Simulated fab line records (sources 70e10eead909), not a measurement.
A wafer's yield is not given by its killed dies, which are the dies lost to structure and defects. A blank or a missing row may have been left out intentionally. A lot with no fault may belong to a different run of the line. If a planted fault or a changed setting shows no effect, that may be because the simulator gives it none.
What tool caused it?	flow nand harc	12 lots with 36 wafers sampled at 6 steps, on a route of 1302 steps

WHAT THE GAUGES READ, wafer by wafer
NHARC_A_M0_INSPECT_27.
lot	measured	on	raw defect count
L075	day 23 21:17	defect inspect-01	487 461 415
L076	day 24 01:51	defect inspect-01	572 510 689
L078	day 25 03:07	defect inspect-01	546 503 412
L081	day 25 22:41	defect inspect-02	528 838 687
L082	day 26 16:39	defect inspect-02	371 352 444
L086	day 27 19:28	defect inspect-01	576 585 923
L089	day 29 12:53	defect inspect-02	513 542 536
L090	day 29 18:46	defect inspect-02	499 613 484
L088	day 29 20:07	defect inspect-02	462 429 405
L092	day 31 04:46	defect inspect-01	907 449 648
L095	day 32 17:29	defect inspect-01	627 540 602
L096	day 33 00:02	defect inspect-01	644 699 675

TOOL THAT RAN EACH LOT (tool first, then ch and the chambers of the sampled wafers, then the start)
lot	NHARC_A_CONTACT_DESCUM_13	NHARC_A_CONTACT_ETCH_98	NHARC_A_BLC_DESCUM_15	NHARC_A_BLC_DEGAS_30	NHARC_A_BLC_PVD_32
L075	rie diel-06 ch 0,3, day 23 08:17	rie diel-06 ch 1,2,3, day 23 14:40 or earlier	rie diel-09 ch 0,3, day 23 14:40	pvd sputter-01, day 23 16:17	pvd sputter-01, day 23 21:17 or earlier
L076	rie diel-06 ch 0,2,3, day 23 12:23	rie diel-04 ch 0,1,3, day 23 19:18 or earlier	rie diel-07 ch 0,1,3, day 23 19:18	pvd sputter-01, day 23 20:52	pvd sputter-01, day 24 01:51 or earlier
L078	rie diel-06 ch 0,2,3, day 24 02:11	rie diel-04 ch 0,2,3, day 24 08:29 or earlier	rie diel-07 ch 0,1,3, day 24 08:29	pvd sputter-01, day 24 10:04	pvd sputter-01, day 25 03:07 or earlier
L081	rie diel-04 ch 1,2, day 25 09:47	rie diel-13 ch 0,1,3, day 25 16:08 or earlier	rie diel-09 ch 0,2,3, day 25 16:08	pvd sputter-01, day 25 17:43	pvd sputter-01, day 25 22:41 or earlier
L082	rie diel-06 ch 1,3, day 26 04:04	rie diel-13 ch 0,1, day 26 10:16 or earlier	rie diel-07 ch 0,2, day 26 10:16	pvd sputter-02, day 26 11:50	pvd sputter-02, day 26 16:39 or earlier
L086	rie diel-13 ch 1,3, day 27 06:31	rie diel-13 ch 0,2, day 27 12:59 or earlier	rie diel-07 ch 1,2,3, day 27 12:59	pvd sputter-03, day 27 14:32	pvd sputter-03, day 27 19:28 or earlier
L089	rie diel-04 ch 1,2,3, day 29 00:07	rie diel-13 ch 0,3, day 29 06:23 or earlier	rie diel-07 ch 1,2, day 29 06:23	pvd sputter-01, day 29 07:58	pvd sputter-01, day 29 12:53 or earlier
L090	rie diel-04 ch 1,2,3, day 29 05:36	rie diel-04 ch 1,3, day 29 08:48	rie diel-07 ch 1,3, day 29 12:13	pvd sputter-03, day 29 13:48	pvd sputter-03, day 29 18:46 or earlier
L088	rie diel-13 ch 0,1,2, day 29 07:13	rie diel-04 ch 1,2,3, day 29 10:21	rie diel-01 ch 0,1, day 29 13:33	pvd sputter-01, day 29 15:09	pvd sputter-01, day 29 20:07 or earlier
L092	rie diel-06 ch 0,1,2, day 30 14:53	rie diel-13 ch 0,1,2, day 30 21:52 or earlier	rie diel-09 ch 1,2,3, day 30 21:52	pvd sputter-01, day 30 23:35	pvd sputter-01, day 31 04:46 or earlier
L095	rie diel-04 ch 0,1,2, day 32 04:47	rie diel-13 ch 1,2,3, day 32 11:04 or earlier	rie diel-09 ch 0,1, day 32 11:04	pvd sputter-03, day 32 12:39	pvd sputter-03, day 32 17:29 or earlier
L096	rie diel-04 ch 0,3, day 32 11:11	rie diel-04 ch 0,1,2, day 32 17:30 or earlier	rie diel-07 ch 0,2, day 32 17:30	pvd sputter-03, day 32 19:04	pvd sputter-03, day 33 00:02 or earlier
- NHARC_A_CONTACT_DESCUM_13: chemistry O2, time 3 s.
- NHARC_A_CONTACT_ETCH_98: etches the open film in C4F6/O2, target depth 20 nm, time 10 s.
- NHARC_A_BLC_DESCUM_15: chemistry O2, time 3 s.
- NHARC_A_BLC_DEGAS_30: time 60 s.
- NHARC_A_BLC_PVD_32: deposits Ti, target thk 5 nm, time 17.7 s.

THE ANSWER, worked out from the rows above alone
Rule: the usual values come from the lots themselves. Put in order of their means at a reading, lots are off if they are a third of the lots or fewer, leave a main group of 4 or more, and stand apart from it by a gap of 3 or more times the standard deviation of the main group's means; of several such gaps the widest counts. If all means in a main group match to the digits the tables above print for the reading, that group is not used. A lot without any number at a reading at which 4 lots or more have one is off too. Any other lot the step has rows for is counted as sound.
No lot is off on any of the readings shown, so nothing can be concluded from this.

WHAT WAS PUT IN BY THE SIMULATOR
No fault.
